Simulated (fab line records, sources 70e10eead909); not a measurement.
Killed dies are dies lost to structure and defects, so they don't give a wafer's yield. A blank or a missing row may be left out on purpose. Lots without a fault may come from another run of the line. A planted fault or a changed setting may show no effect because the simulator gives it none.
Tool commonality check | flow nand_harc | 10 lots, 30 wafers sampled

WHY IT WAS OPENED
At NHARC_P_M0_CD_MEAS_09 the reading cd_nm is flagged on 2 of 10 lots. Wafers without a fault read 90.0 nm, standard deviation 0.58.
Rule: a lot is flagged when every wafer of it that has a number lies more than 4 standard deviations from that mean, or none has a number. The other lots count as sound.

lot  | measured     | on        | cd_nm (nm), wafer by wafer | flag
L972 | day 5 22:11  | cd_sem-02 | 90.3 90.9 91.3             |
L977 | day 8 06:32  | cd_sem-01 | 90.4 90.1 90.0             |
L981 | day 9 16:10  | cd_sem-01 | 117.4 118.5 118.2          | FLAGGED
L982 | day 10 13:35 | cd_sem-01 | 89.6 90.9 90.7             |
L983 | day 10 17:53 | cd_sem-03 | 114.6 114.5 114.6          | FLAGGED
L987 | day 12 02:50 | cd_sem-02 | 89.7 90.6 89.9             |
L988 | day 13 03:51 | cd_sem-02 | 90.4 91.0 90.3             |
L990 | day 13 19:05 | cd_sem-03 | 89.3 88.7 89.5             |
L991 | day 14 07:00 | cd_sem-01 | 90.5 89.5 90.3             |
L995 | day 15 14:04 | cd_sem-03 | 89.5 89.8 89.3             |
The numbers of the flagged lots are 116.3 nm on average: +26.3 nm against the usual, or +45 standard deviations.

WHICH TOOL RAN EACH LOT
The record holds 4 process steps before the reading, out of a route of 1302 steps. In each cell: the tool, then ch and the chambers that the sampled wafers went through, then the start.
lot  | flag    | NHARC_P_CONTACT_ETCH_35            | NHARC_P_CONTACT_CVD_23                   | NHARC_P_CONTACT_CMP_24        | NHARC_P_M0_EXPOSE_06
L972 |         | rie_diel-11 ch 2,3, day 5 18:09    | cvd_w-01 ch 0,1, day 5 20:52 or earlier  | cmp-04 ch 0,1,3, day 5 20:52  | arfi_scanner-02 ch 0, day 5 22:02
L977 |         | rie_diel-10 ch 1,2,3, day 8 02:39  | cvd_w-02 ch 0,1, day 8 05:14 or earlier  | cmp-04 ch 0,3, day 8 05:14    | arfi_scanner-01 ch 0, day 8 06:24
L981 | FLAGGED | rie_diel-10 ch 0,1,3, day 9 11:44  | cvd_w-02 ch 1, day 9 15:01 or earlier    | cmp-03 ch 1,2, day 9 15:01    | arfi_scanner-03 ch 0, day 9 16:02
L982 |         | rie_diel-10 ch 1,2,3, day 10 09:46 | cvd_w-02 ch 0,1, day 10 12:24 or earlier | cmp-04 ch 0,1,2, day 10 12:24 | arfi_scanner-01 ch 0, day 10 13:28
L983 | FLAGGED | rie_diel-06 ch 0,1,3, day 10 13:58 | cvd_w-01 ch 0,1, day 10 16:35 or earlier | cmp-03 ch 0,2,3, day 10 16:35 | arfi_scanner-03 ch 0, day 10 17:45
L987 |         | rie_diel-10 ch 1,2, day 11 22:55   | cvd_w-02 ch 0,1, day 12 01:35 or earlier | cmp-02 ch 0,1,3, day 12 01:35 | arfi_scanner-02 ch 0, day 12 02:42
L988 |         | rie_diel-10 ch 1,3, day 12 23:56   | cvd_w-02 ch 0,1, day 13 02:32 or earlier | cmp-04 ch 1,2, day 13 02:32   | arfi_scanner-01 ch 0, day 13 03:43
L990 |         | rie_diel-11 ch 0,2,3, day 13 15:11 | cvd_w-02 ch 0,1, day 13 17:50 or earlier | cmp-03 ch 0,1,2, day 13 17:50 | arfi_scanner-02 ch 0, day 13 18:56
L991 |         | rie_diel-11 ch 1,2,3, day 14 03:07 | cvd_w-02 ch 0,1, day 14 05:42 or earlier | cmp-02 ch 1,2,3, day 14 05:42 | arfi_scanner-01 ch 0, day 14 06:52
L995 |         | rie_diel-11 ch 1,2, day 15 10:08   | cvd_w-02 ch 0,1, day 15 12:51 or earlier | cmp-03 ch 0,1,2, day 15 12:51 | arfi_scanner-02 ch 0, day 15 13:56
What these steps do:
- NHARC_P_CONTACT_ETCH_35: etches the open film in CF4, target depth 39 nm, time 65 s.
- NHARC_P_CONTACT_CVD_23: deposits W, target thk 200 nm, time 557 s.
- NHARC_P_CONTACT_CMP_24: polishes, t overpolish 30 s, target thk 200 nm.
- NHARC_P_M0_EXPOSE_06: exposes mask P M0, target cd 90 nm.
- NHARC_P_M0_CD_MEAS_09: target cd 90 nm.

FLAGGED OVER TOTAL, TOOL BY TOOL (the gauges that took the reading come last)
step                    | tool            | lots run | flagged | share of the flagged lots | sound lots run after its first flagged lot
NHARC_P_CONTACT_ETCH_35 | rie_diel-06     | 1        | 1       | some                      | 0
NHARC_P_CONTACT_ETCH_35 | rie_diel-10     | 5        | 1       | some                      | 3 (L982,L987,L988)
NHARC_P_CONTACT_ETCH_35 | rie_diel-11     | 4        | 0       | none                      | -
NHARC_P_CONTACT_CVD_23  | cvd_w-01        | 2        | 1       | some                      | 0
NHARC_P_CONTACT_CVD_23  | cvd_w-02        | 8        | 1       | some                      | 6 (L982,L987,L988,L990,L991,L995)
NHARC_P_CONTACT_CMP_24  | cmp-02          | 2        | 0       | none                      | -
NHARC_P_CONTACT_CMP_24  | cmp-03          | 4        | 2       | all                       | 2 (L990,L995)
NHARC_P_CONTACT_CMP_24  | cmp-04          | 4        | 0       | none                      | -
NHARC_P_M0_EXPOSE_06    | arfi_scanner-01 | 4        | 0       | none                      | -
NHARC_P_M0_EXPOSE_06    | arfi_scanner-02 | 4        | 0       | none                      | -
NHARC_P_M0_EXPOSE_06    | arfi_scanner-03 | 2        | 2       | all                       | 0
NHARC_P_M0_CD_MEAS_09   | cd_sem-01       | 4        | 1       | some                      | 2 (L982,L991)
NHARC_P_M0_CD_MEAS_09   | cd_sem-02       | 3        | 0       | none                      | -
NHARC_P_M0_CD_MEAS_09   | cd_sem-03       | 3        | 1       | some                      | 2 (L990,L995)
NHARC_P_CONTACT_CVD_23 gives no start for some lots, so the hours and the order of its lots are those of NHARC_P_CONTACT_CMP_24.

WHAT THE TABLE ALLOWS
2 rows of the table ran every flagged lot: cmp-03 at NHARC_P_CONTACT_CMP_24, arfi_scanner-03 at NHARC_P_M0_EXPOSE_06.
- cmp-03 at NHARC_P_CONTACT_CMP_24: 2 of its 4 lots flagged. Sound lots ran on it after the first flagged one (L990, L995), which a lasting fault on the whole tool wouldn't allow.
- arfi_scanner-03 at NHARC_P_M0_EXPOSE_06: 2 of its 2 lots flagged. It ran no sound lot before its first flagged lot in this sample, so the start can't be narrowed down. Its own readings lie more than 4 standard deviations out on every wafer of the flagged lots: exposure_dose_mJ_cm2.
One tool is left: arfi_scanner-03 at NHARC_P_M0_EXPOSE_06.

WHAT THE SIMULATOR HAD PUT IN
Process parameter drift: arfi_scanner-03, from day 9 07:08 on, at NHARC_P_M0_EXPOSE_06. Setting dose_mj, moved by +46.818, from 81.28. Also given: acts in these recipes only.
Lots struck among those shown: L981, L983. The rule above found the same.
